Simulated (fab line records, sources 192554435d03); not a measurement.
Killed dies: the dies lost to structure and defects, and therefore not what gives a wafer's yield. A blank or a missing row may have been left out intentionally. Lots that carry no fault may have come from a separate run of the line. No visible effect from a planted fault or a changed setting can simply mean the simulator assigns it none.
What tool caused it? + flow n5-finfet + 10 lots with 30 wafers sampled at 2 steps, on a route of 1938 steps

WHAT THE GAUGES SHOWED, per wafer
N5_BEOL_M11_INSPECT_30: inspects for defects (brightfield).
| lot  | measured     | on                | raw-defect-count |
|------|--------------|-------------------|------------------|
| L074 | day 11 15:40 | defect-inspect-01 | 364 596 540      |
| L077 | day 12 06:32 | defect-inspect-02 | 431 344 432      |
| L080 | day 12 13:50 | defect-inspect-01 | 554 503 609      |
| L082 | day 14 04:51 | defect-inspect-01 | 368 440 521      |
| L088 | day 14 06:43 | defect-inspect-02 | 378 523 548      |
| L086 | day 14 21:47 | defect-inspect-02 | 417 503 501      |
| L092 | day 15 09:52 | defect-inspect-02 | 765 632 581      |
| L093 | day 16 01:14 | defect-inspect-02 | 450 391 479      |
| L095 | day 16 10:38 | defect-inspect-01 | 433 409 474      |
| L097 | day 17 14:35 | defect-inspect-02 | 476 409 287      |

WHAT TOOL EACH LOT RAN ON (gives the tool, then ch and the chambers of the sampled wafers, and finally the start)
| lot  | N5_BEOL_M10_TRENCH_ETCH_37                    |
|------|-----------------------------------------------|
| L074 | rie-diel-01 ch 1,2,3, day 11 15:40 or earlier |
| L077 | rie-diel-06 ch 0,1,3, day 12 06:32 or earlier |
| L080 | rie-diel-03 ch 0,1,3, day 12 13:50 or earlier |
| L082 | rie-diel-03 ch 0,1,3, day 14 04:51 or earlier |
| L088 | rie-diel-01 ch 0,1,3, day 14 06:43 or earlier |
| L086 | rie-diel-01 ch 0,3, day 14 21:47 or earlier   |
| L092 | rie-diel-01 ch 0,1,2, day 15 09:52 or earlier |
| L093 | rie-diel-06 ch 0,2,3, day 16 01:14 or earlier |
| L095 | rie-diel-06 ch 0,2,3, day 16 10:38 or earlier |
| L097 | rie-diel-06 ch 0,3, day 17 14:35 or earlier   |
- N5_BEOL_M10_TRENCH_ETCH_37: etches SiCOH lowk in C4F6/O2, target depth 148.83 nm, time 48 s.

THE ANSWER, worked out from the rows above alone
Rule: the lots themselves supply what counts as usual. The widest of any qualifying gaps counts: lots, ordered by their means at a reading, are off when they make up no more than a third of the lots, leave a main group of 4 or more, and stand apart from it by 3 or more times the standard deviation of that group's means. Not used: any main group whose means are identical at the precision the tables above print for the reading. Also off: a lot with no number at a reading for which 4 or more lots have one. The other lots that the step has rows for count as sound.
Nothing can be told from this: no lot is off at any reading shown.

WHAT THE SIMULATOR HAD INSERTED
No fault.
